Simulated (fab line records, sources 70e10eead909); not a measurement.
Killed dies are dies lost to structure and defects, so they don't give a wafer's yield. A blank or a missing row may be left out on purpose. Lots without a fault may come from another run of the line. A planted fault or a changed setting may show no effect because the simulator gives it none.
fab line records | flow nand_harc | part 1 of 2: steps 1 to 38 of 47
record lots=5 wafers=15 last_day=31
route steps=1302 shown P_ZERO_WELL@42 P_STI@69
lots that met no fault: from a run of the same line without faults
start_h: hours from the record's first day to the start of the lot's first wafer shown | wait_h: hours since the lot's step before | " the same as in the row above | L1.1+2: a row that stands for several wafers | - no value, or no start given | * or withheld: withheld | < > ~ a bound
route shown NAME@n: a module of which the file shows steps, and the number in the route of the first | usual: mean/standard deviation of fault-free wafers | same: alike in all rows | chamber/n: place in a boat | sites: the reading at each site | _std_site: their standard deviation | _edge_site: outer sites' mean less inner sites' | radius_mm: how far each site lies from the wafer's centre | mask NAME#n: copy n | behind: the tool/chamber that last shaped the wafer | hold: why the lot was held/for how many hours/how that ended | device: the transistor (n, p or np) that didn't switch | end of line: the same wafers' tests at the end of the route | a step without rows: its recipe alone | killed: dies lost to structure and defects at the first sort, not the wafer's yield | map: a wafer's dies, x killed, . not, _ none there
set.NAME: the setting as run; set.NAME@STEP: as run at that earlier step | model.NAME: the simulator's own value behind a step, which no gauge read
lots at some steps of the route; a table a step, a row a wafer
services: from which hour (start_h, from the record's first day; less than 0 if before it) a tool's chamber was out of use, for how many hours, and why
## steps
# step NHARC_P_ZERO_WELL_PEB_35
# recipe peb_temp_c=118 peb_time_s=85
# columns lot.wafer tool chamber start_h wait_h
L078.1+2+3 litho_track-02 0 64.32 0.1
L079.1+3+4 litho_track-02 0 74.20 0.1
L085.1+3+6 litho_track-07 0 134.09 0.1
L090.2+4+6 litho_track-02 0 184.13 0.1
L091.3+4+6 litho_track-02 0 194.07 0.1
# step NHARC_P_ZERO_WELL_DEVELOP_36
# recipe time_s=70
# columns lot.wafer tool chamber start_h wait_h
L078.1+2+3 litho_track-02 0 - -
L079.1+3+4 litho_track-02 0 - -
L085.1+3+6 litho_track-07 0 - -
L090.2+4+6 litho_track-02 0 - -
L091.3+4+6 litho_track-02 0 - -
# step NHARC_P_ZERO_WELL_CD_MEAS_37
# recipe target_cd_nm=720 landing_energy_ev=500
# usual cd_nm=719.3/1.5
# columns lot.wafer tool chamber start_h wait_h cd_nm
L078.1 cd_sem-02 0 64.41 - 719.6
L078.2 " 0 " " 718.3
L078.3 " 0 " " 716.5
L079.1 cd_sem-02 0 74.29 - 719.7
L079.3 " 0 " " 720.1
L079.4 " 0 " " 720.5
L085.1 cd_sem-03 0 134.18 - 717.2
L085.3 " 0 " " 717.9
L085.6 " 0 " " 717.4
L090.2 cd_sem-03 0 184.22 - 719.1
L090.4 " 0 " " 719.6
L090.6 " 0 " " 719.8
L091.3 cd_sem-02 0 194.16 - 718.5
L091.4 " 0 " " 720.1
L091.6 " 0 " " 716.6
# step NHARC_P_ZERO_WELL_HARDBAKE_38
# recipe temp_c=125 time_s=80
# columns lot.wafer tool chamber start_h wait_h
L078.1+2+3 litho_track-05 0 64.49 -
L079.1+3+4 litho_track-02 0 74.37 -
L085.1+3+6 litho_track-07 0 134.26 -
L090.2+4+6 litho_track-02 0 184.30 -
L091.3+4+6 litho_track-07 0 194.24 -
# step NHARC_P_ZERO_WELL_DESCUM_39
# recipe time_s=3 o2_flow_sccm=200 ar_flow_sccm=0 bias_power_w=0 chemistry=O2
# usual drypump_motor_current_A=5.6/0.46 oes_product_au=1.004/0.007 rf_vpp_V=58.0/0.9 showerhead_plenum_p_Torr=1.96/0.075 throttle_valve_pct=11.311/0.0085
# same bias_power_w=0
# columns lot.wafer tool chamber start_h wait_h drypump_motor_current_A oes_product_au rf_hours_counter_h rf_vpp_V showerhead_plenum_p_Torr throttle_valve_pct
L078.1 rie_diel-01 1 64.57 - 6.1 1.004 9 58.7 2.07 11.326
L078.2 " 3 " " 5.8 1.000 9 58.0 1.98 11.310
L078.3 " 0 " " 5.5 0.999 9 57.7 1.98 11.315
L079.3 rie_diel-01 1 74.45 - 6.1 0.998 14 59.3 2.07 11.332
L079.4 " 2 " " 5.5 1.006 13 57.2 1.97 11.315
L079.1 " 3 " " 5.9 0.997 13 59.0 1.98 11.322
L085.3 rie_diel-05 1 134.34 - 6.0 0.989 20 56.7 1.83 11.311
L085.1 " 0 " " 5.2 1.006 15 58.1 1.98 11.313
L085.6 " 1 " " 6.1 1.011 - 56.3 1.83 11.316
L090.2 rie_diel-05 2 184.38 - 4.9 1.011 40 58.4 2.05 11.295
L090.4 " 1 " " 6.0 1.009 38 58.1 1.82 11.299
L090.6 " 2 " " 4.9 0.990 - 58.6 2.05 11.310
L091.4 rie_diel-05 3 194.34 - 5.3 1.014 40 56.9 1.87 11.326
L091.3 " 0 " " 5.3 1.025 33 57.8 1.97 11.307
L091.6 " 2 " " 4.9 1.003 - 58.1 2.04 11.328
# step NHARC_P_ZERO_WELL_IMPLANT_40
# recipe energy_kev=300 dose_cm2=1e+13 tilt_deg=7
# columns lot.wafer tool chamber start_h wait_h
L078.1+2+3 implanter-02 0 64.72 0.1
L079.1+3+4 implanter-01 0 74.60 0.1
L085.1+3+6 implanter-01 0 134.49 0.1
L090.2+4+6 implanter-02 0 184.56 0.2
L091.3+4+6 implanter-01 0 194.53 0.2
# step NHARC_P_ZERO_WELL_IMPLANT_59
# recipe energy_kev=120 dose_cm2=5e+12 tilt_deg=7
# columns lot.wafer tool chamber start_h wait_h
L078.1+2+3 implanter-02 0 64.90 0.1
L079.1+3+4 implanter-01 0 74.78 0.1
L085.1+3+6 implanter-01 0 134.67 0.2
L090.2+4+6 implanter-02 0 184.74 0.1
L091.3+4+6 implanter-01 0 194.71 0.2
# step NHARC_P_ZERO_WELL_IMPLANT_60
# recipe energy_kev=30 dose_cm2=2e+12 tilt_deg=7
# columns lot.wafer tool chamber start_h wait_h
L078.1+2+3 implanter-02 0 65.08 0.2
L079.1+3+4 implanter-01 0 74.96 0.1
L085.1+3+6 implanter-01 0 134.85 0.1
L090.2+4+6 implanter-02 0 184.92 0.1
L091.3+4+6 implanter-01 0 194.89 0.2
# step NHARC_P_ZERO_WELL_STRIP_41
# recipe time_s=840 temp_c=130 chemistry=SPM
# columns lot.wafer tool chamber start_h wait_h
L078.1+3+2 wet_bench-05 1,2,3 65.31 0.2
L079.3+1+4 wet_bench-03 3,4,5 75.18 0.1
L085.6+1+3 wet_bench-05 0,1,4 135.07 0.0
L090.6+2+4 wet_bench-03 2,6,7 185.10 0.0
L091.6+4+3 wet_bench-05 2,3,4 195.06 0.1
# step NHARC_P_ZERO_WELL_DEHYDRATE_44
# recipe temp_c=150 time_s=120
# columns lot.wafer tool chamber start_h wait_h
L078.1+2+3 litho_track-07 0 65.63 -
L079.1+3+4 litho_track-02 0 75.51 -
L085.1+3+6 litho_track-05 0 135.40 -
L090.2+4+6 litho_track-02 0 185.43 -
L091.3+4+6 litho_track-05 0 195.38 -
# step NHARC_P_ZERO_WELL_HMDS_45
# recipe time_s=30
# columns lot.wafer tool chamber start_h wait_h
L078.1+2+3 litho_track-07 0 - -
L079.1+3+4 litho_track-02 0 - -
L085.1+3+6 litho_track-05 0 - -
L090.2+4+6 litho_track-02 0 - -
L091.3+4+6 litho_track-05 0 - -
# step NHARC_P_ZERO_WELL_COAT_46
# recipe spin_rpm=withheld
# columns lot.wafer tool chamber start_h wait_h
L078.1+2+3 litho_track-07 0 - -
L079.1+3+4 litho_track-02 0 - -
L085.1+3+6 litho_track-05 0 - -
L090.2+4+6 litho_track-02 0 - -
L091.3+4+6 litho_track-05 0 - -
# step NHARC_P_ZERO_WELL_SOFTBAKE_47
# recipe temp_c=122 time_s=95
# columns lot.wafer tool chamber start_h wait_h
L078.1+2+3 litho_track-07 0 - -
L079.1+3+4 litho_track-02 0 - -
L085.1+3+6 litho_track-05 0 - -
L090.2+4+6 litho_track-02 0 - -
L091.3+4+6 litho_track-05 0 - -
# step NHARC_P_ZERO_WELL_EBR_48
# columns lot.wafer tool chamber start_h wait_h
L078.1+2+3 litho_track-07 0 - -
L079.1+3+4 litho_track-02 0 - -
L085.1+3+6 litho_track-05 0 - -
L090.2+4+6 litho_track-02 0 - -
L091.3+4+6 litho_track-05 0 - -
# step NHARC_P_ZERO_WELL_EXPOSE_49
# recipe na=0.6 target_cd_nm=2000 dose_mj=22.64 mask_id=P_HVPW
# usual reticle_temp_C=23.01/0.1
# columns lot.wafer tool chamber start_h wait_h mask reticle_temp_C
L078.1 krf_scanner-02 0 65.77 - P_HVPW#0 22.99
L078.2 " 0 " " P_HVPW#0 23.08
L078.3 " 0 " " P_HVPW#0 23.13
L079.1 krf_scanner-04 0 75.77 - P_HVPW#0 22.99
L079.3 " 0 " " P_HVPW#0 23.00
L079.4 " 0 " " P_HVPW#0 23.13
L085.1 krf_scanner-03 0 135.66 - P_HVPW#0 23.23
L085.3 " 0 " " P_HVPW#0 23.08
L085.6 " 0 " " P_HVPW#0 23.05
L090.2 krf_scanner-03 0 185.71 - P_HVPW#0 23.06
L090.4 " 0 " " P_HVPW#0 23.05
L090.6 " 0 " " P_HVPW#0 22.93
L091.3 krf_scanner-03 0 195.53 - P_HVPW#0 22.98
L091.4 " 0 " " P_HVPW#0 22.81
L091.6 " 0 " " P_HVPW#0 22.87
# step NHARC_P_ZERO_WELL_PEB_50
# recipe peb_temp_c=118 peb_time_s=85
# columns lot.wafer tool chamber start_h wait_h
L078.1+2+3 litho_track-02 0 65.84 0.1
L079.1+3+4 litho_track-05 0 75.84 0.1
L085.1+3+6 litho_track-02 0 135.73 0.1
L090.2+4+6 litho_track-05 0 185.77 0.1
L091.3+4+6 litho_track-07 0 195.59 0.1
# step NHARC_P_ZERO_WELL_DEVELOP_51
# recipe time_s=70
# columns lot.wafer tool chamber start_h wait_h
L078.1+2+3 litho_track-02 0 - -
L079.1+3+4 litho_track-05 0 - -
L085.1+3+6 litho_track-02 0 - -
L090.2+4+6 litho_track-05 0 - -
L091.3+4+6 litho_track-07 0 - -
# step NHARC_P_ZERO_WELL_CD_MEAS_52
# recipe target_cd_nm=2000 landing_energy_ev=500
# usual cd_nm=2000.1/1.4
# columns lot.wafer tool chamber start_h wait_h cd_nm
L078.1 cd_sem-02 0 65.93 - 2000.9
L078.2 " 0 " " 2000.2
L078.3 " 0 " " 2001.0
L079.1 cd_sem-02 0 75.93 - 2000.8
L079.3 " 0 " " 1998.0
L079.4 " 0 " " 1999.4
L085.1 cd_sem-01 0 135.83 - 1999.6
L085.3 " 0 " " 2000.3
L085.6 " 0 " " 2000.3
L090.2 cd_sem-02 0 185.86 - 2000.1
L090.4 " 0 " " 1998.5
L090.6 " 0 " " 2001.4
L091.3 cd_sem-02 0 195.68 - 1999.7
L091.4 " 0 " " 2000.4
L091.6 " 0 " " 2001.7
# step NHARC_P_ZERO_WELL_HARDBAKE_53
# recipe temp_c=125 time_s=80
# columns lot.wafer tool chamber start_h wait_h
L078.1+2+3 litho_track-05 0 66.01 -
L079.1+3+4 litho_track-02 0 76.01 -
L085.1+3+6 litho_track-05 0 135.91 -
L090.2+4+6 litho_track-02 0 185.94 -
L091.3+4+6 litho_track-02 0 195.76 -
# step NHARC_P_ZERO_WELL_DESCUM_54
# recipe time_s=3 o2_flow_sccm=200 ar_flow_sccm=0 bias_power_w=0 chemistry=O2
# usual drypump_motor_current_A=5.6/0.44 oes_product_au=1.000/0.0067 rf_vpp_V=58.0/0.88 showerhead_plenum_p_Torr=1.96/0.073 throttle_valve_pct=11.312/0.0087
# same bias_power_w=0
# columns lot.wafer tool chamber start_h wait_h drypump_motor_current_A oes_product_au rf_hours_counter_h rf_vpp_V showerhead_plenum_p_Torr throttle_valve_pct
L078.1 rie_diel-01 3 66.09 - 5.9 1.001 10 57.7 1.98 11.309
L078.2 " 1 " " 6.1 0.996 10 58.0 2.07 11.321
L078.3 " 2 " " 5.5 0.991 8 59.1 1.97 11.306
L079.1 rie_diel-01 3 76.09 - 5.9 0.997 13 58.4 1.98 11.325
L079.4 " 1 " " 6.1 1.014 14 58.1 2.07 11.326
L079.3 " 2 " " 5.5 1.001 13 57.0 1.97 11.313
L085.1 rie_diel-01 0 135.99 - 5.5 1.003 35 58.6 1.97 11.330
L085.3 " 2 " " 5.5 1.001 38 58.3 1.96 11.311
L085.6 " 3 " " 5.9 1.007 - 58.7 1.97 11.318
L090.4 rie_diel-05 3 186.03 - 5.3 1.003 38 58.0 1.87 11.327
L090.2 " 1 " " 6.0 0.986 38 57.7 1.82 11.315
L090.6 " 3 " " 5.3 0.999 - 57.0 1.87 11.319
L091.4 rie_diel-05 3 195.85 - 5.4 1.011 40 57.3 1.87 11.316
L091.3 " 0 " " 5.2 1.011 33 59.0 1.97 11.301
L091.6 " 2 " " 4.9 0.996 - 58.2 2.04 11.300
# step NHARC_P_ZERO_WELL_IMPLANT_55
# recipe energy_kev=180 dose_cm2=8e+11 tilt_deg=7
# columns lot.wafer tool chamber start_h wait_h
L078.1+2+3 implanter-01 0 66.24 0.1
L079.1+3+4 implanter-01 0 76.24 0.1
L085.1+3+6 implanter-02 0 136.16 0.2
L090.2+4+6 implanter-02 0 186.19 0.1
L091.3+4+6 implanter-01 0 196.05 0.2
# step NHARC_P_ZERO_WELL_IMPLANT_61
# recipe energy_kev=30 dose_cm2=5e+11 tilt_deg=7
# columns lot.wafer tool chamber start_h wait_h
L078.1+2+3 implanter-01 0 66.42 0.1
L079.1+3+4 implanter-01 0 76.42 0.2
L085.1+3+6 implanter-02 0 136.35 0.2
L090.2+4+6 implanter-02 0 186.38 0.2
L091.3+4+6 implanter-01 0 196.23 0.2
# step NHARC_P_ZERO_WELL_STRIP_56
# recipe time_s=840 temp_c=130 chemistry=SPM
# columns lot.wafer tool chamber start_h wait_h
L078.2+3+1 wet_bench-03 2,4,5 66.64 0.2
L079.4+3+1 wet_bench-06 1,2,6 76.63 0.1
L085.6+1+3 wet_bench-05 7,1,3 136.56 0.0
L090.6+4+2 wet_bench-05 6,1,2 186.56 0.0
L091.3+6+4 wet_bench-05 4,5,0 196.39 0.1
# step NHARC_P_ZERO_WELL_PRECLEAN_68
# recipe time_s=60 temp_c=50 bath_age_min=0 chemistry=SC1
# usual sc1_h2o2_end_mol_l=0.3699/0.00066
# columns lot.wafer tool chamber start_h wait_h sc1_h2o2_end_mol_l
L078.2 wet_bench-03 2 - - 0.3693
L078.3 " 4 " " 0.3686
L078.1 " 5 " " 0.3705
L079.4 wet_bench-06 1 - - 0.3693
L079.3 " 2 " " 0.3700
L079.1 " 6 " " 0.3703
L085.6 wet_bench-05 7 - - 0.3691
L085.1 " 1 " " 0.3696
L085.3 " 3 " " 0.3693
L090.6 wet_bench-05 6 - - 0.3708
L090.4 " 1 " " 0.3700
L090.2 " 2 " " 0.3694
L091.3 wet_bench-05 4 - - 0.3701
L091.6 " 5 " " 0.3711
L091.4 " 0 " " 0.3694
# step NHARC_P_ZERO_WELL_SRD_69
# columns lot.wafer tool chamber start_h wait_h
L078.2+3+1 wet_bench-03 2,4,5 - -
L079.4+3+1 wet_bench-06 1,2,6 - -
L085.6+1+3 wet_bench-05 7,1,3 - -
L090.6+4+2 wet_bench-05 6,1,2 - -
L091.3+6+4 wet_bench-05 4,5,0 - -
# step NHARC_P_ZERO_WELL_RTA_42
# recipe temp_c=1100 time_s=300
# usual lamp_power_pct=39.3/2.2 wafer_temp_C_max=1106.0/2.3
# columns lot.wafer tool chamber start_h wait_h lamp_power_pct wafer_temp_C_max
L078.1 rtp_anneal-02 0 67.07 - 40.8 1105.3
L078.2 " 0 " " 40.9 1102.7
L078.3 " 0 " " 40.9 1103.3
L079.1 rtp_anneal-02 0 77.11 - 40.8 1104.8
L079.3 " 0 " " 40.8 1104.3
L079.4 " 0 " " 40.7 1104.6
L085.1 rtp_anneal-02 0 137.00 - 40.8 1105.1
L085.3 " 0 " " 40.8 1104.1
L085.6 " 0 " " 40.8 1104.9
L090.2 rtp_anneal-01 0 187.11 - 36.2 1109.6
L090.4 " 0 " " 36.2 1106.5
L090.6 " 0 " " 36.2 1106.0
L091.3 rtp_anneal-02 0 197.04 - 40.9 1104.5
L091.4 " 0 " " 40.9 1104.7
L091.6 " 0 " " 40.8 1105.3
# step NHARC_P_ZERO_WELL_INSPECT_43
# usual raw_defect_count=14/6.4
# columns lot.wafer tool chamber start_h wait_h raw_defect_count
L078.1 defect_inspect-02 - 67.75 0.6 7
L078.2 " - " " 17
L078.3 " - " " 18
L079.1 defect_inspect-01 - 77.78 0.6 14
L079.3 " - " " 9
L079.4 " - " " 16
L085.1 defect_inspect-01 - 137.67 0.6 22
L085.3 " - " " 11
L085.6 " - " " 19
L090.2 defect_inspect-02 - 187.68 0.5 21
L090.4 " - " " 17
L090.6 " - " " 13
L091.3 defect_inspect-01 - 197.51 0.4 19
L091.4 " - " " 11
L091.6 " - " " 11
# step NHARC_P_STI_ETCH_26
# recipe target_depth_a=110 chemistry=dHF material=SiO2
# columns lot.wafer tool chamber start_h wait_h
L078.1+3+2 wet_bench-02 6,0,2 67.80 0.1
L079.3+4+1 wet_bench-02 7,0,1 77.84 0.1
L085.6+3+1 wet_bench-02 2,4,5 137.72 0.0
L090.2+4+6 wet_bench-02 1,3,5 187.76 0.1
L091.4+6+3 wet_bench-02 7,1,2 197.56 0.0
# step NHARC_P_STI_PRECLEAN_27
# recipe time_s=* temp_c=50 bath_age_min=0 chemistry=SC1
# usual sc1_h2o2_end_mol_l=0.3698/0.00066
# columns lot.wafer tool chamber start_h wait_h sc1_h2o2_end_mol_l
L078.1 wet_bench-02 6 67.87 0.1 0.3687
L078.3 " 0 " " 0.3696
L078.2 " 2 " " 0.3690
L079.3 wet_bench-02 7 77.91 0.1 0.3700
L079.4 " 0 " " 0.3704
L079.1 " 1 " " 0.3700
L085.6 wet_bench-02 2 137.79 0.1 0.3698
L085.3 " 4 " " 0.3703
L085.1 " 5 " " 0.3708
L090.2 wet_bench-02 1 187.87 0.1 0.3685
L090.4 " 3 " " 0.3693
L090.6 " 5 " " 0.3698
L091.4 wet_bench-02 7 197.62 0.1 0.3694
L091.6 " 1 " " 0.3705
L091.3 " 2 " " 0.3696
# step NHARC_P_STI_SRD_28
# columns lot.wafer tool chamber start_h wait_h
L078.1+3+2 wet_bench-02 6,0,2 - -
L079.3+4+1 wet_bench-02 7,0,1 - -
L085.6+3+1 wet_bench-02 2,4,5 - -
L090.2+4+6 wet_bench-02 1,3,5 - -
L091.4+6+3 wet_bench-02 7,1,2 - -
# step NHARC_P_STI_OXIDE_29
# recipe target_thk_a=100 temp_c=900 ox_time_s=1362 material=SiO2
# usual zone_power_upper_pct=17.3/1.7
# columns lot.wafer tool chamber start_h wait_h zone_power_upper_pct
L078.1 furnace-01 0 73.33 - 15.1
L078.2 " 0 " " 15.3
L078.3 " 0 " " 15.4
L079.1 furnace-08 0 82.06 - 19.5
L079.3 " 0 " " 19.6
L079.4 " 0 " " 19.5
L085.1 furnace-01 0 143.23 - 15.0
L085.3 " 0 " " 15.2
L085.6 " 0 " " 15.2
L090.2 furnace-03 0 192.82 - 17.8
L090.4 " 0 " " 18.1
L090.6 " 0 " " 17.8
L091.3 furnace-03 0 200.96 - 17.8
L091.4 " 0 " " 17.8
L091.6 " 0 " " 17.9
# step NHARC_P_STI_HM_DEP_30
# recipe target_thk_a=800 temp_c=790 pressure_mtorr=300 time_s=873 material=Si3N4
# usual zone_power_upper_pct=14.8/0.64
# columns lot.wafer tool chamber start_h wait_h zone_power_upper_pct
L078.1 lpcvd-01 1 80.49 3.5 14.2
L078.2 " 1 " " 14.6
L078.3 " 1 " " 14.6
L079.1 lpcvd-01 1 89.20 3.5 14.3
L079.3 " 1 " " 14.3
L079.4 " 1 " " 14.4
L085.1 lpcvd-01 0 150.35 3.5 14.0
L085.3 " 0 " " 14.1
L085.6 " 0 " " 14.1
L090.2 lpcvd-01 1 200.02 3.5 14.6
L090.4 " 1 " " 14.8
L090.6 " 1 " " 14.4
L091.3 lpcvd-01 0 208.13 3.5 14.2
L091.4 " 0 " " 14.1
L091.6 " 0 " " 14.1
# step NHARC_P_STI_DEHYDRATE_01
# recipe temp_c=150 time_s=120
# columns lot.wafer tool chamber start_h wait_h
L078.1+2+3 litho_track-02 0 84.11 0.4
L079.1+3+4 litho_track-03 0 92.89 0.4
L085.1+3+6 litho_track-07 0 153.99 0.4
L090.2+4+6 litho_track-03 0 203.67 0.4
L091.3+4+6 litho_track-07 0 211.76 0.4
# step NHARC_P_STI_HMDS_02
# recipe time_s=30
# columns lot.wafer tool chamber start_h wait_h
L078.1+2+3 litho_track-02 0 - -
L079.1+3+4 litho_track-03 0 - -
L085.1+3+6 litho_track-07 0 - -
L090.2+4+6 litho_track-03 0 - -
L091.3+4+6 litho_track-07 0 - -
# step NHARC_P_STI_COAT_41
# recipe temp_c=200 time_s=65
# columns lot.wafer tool chamber start_h wait_h
L078.1+2+3 litho_track-02 0 - -
L079.1+3+4 litho_track-03 0 - -
L085.1+3+6 litho_track-07 0 - -
L090.2+4+6 litho_track-03 0 - -
L091.3+4+6 litho_track-07 0 - -
# step NHARC_P_STI_COAT_03
# recipe spin_rpm=2000 resist_thk_nm=600
# columns lot.wafer tool chamber start_h wait_h
L078.1+2+3 litho_track-02 0 - -
L079.1+3+4 litho_track-03 0 - -
L085.1+3+6 litho_track-07 0 - -
L090.2+4+6 litho_track-03 0 - -
L091.3+4+6 litho_track-07 0 - -
# step NHARC_P_STI_SOFTBAKE_04
# recipe temp_c=125 time_s=70
# columns lot.wafer tool chamber start_h wait_h
L078.1+2+3 litho_track-02 0 - -
L079.1+3+4 litho_track-03 0 - -
L085.1+3+6 litho_track-07 0 - -
L090.2+4+6 litho_track-03 0 - -
L091.3+4+6 litho_track-07 0 - -
# step NHARC_P_STI_EBR_05
# columns lot.wafer tool chamber start_h wait_h
L078.1+2+3 litho_track-02 0 - -
L079.1+3+4 litho_track-03 0 - -
L085.1+3+6 litho_track-07 0 - -
L090.2+4+6 litho_track-03 0 - -
L091.3+4+6 litho_track-07 0 - -
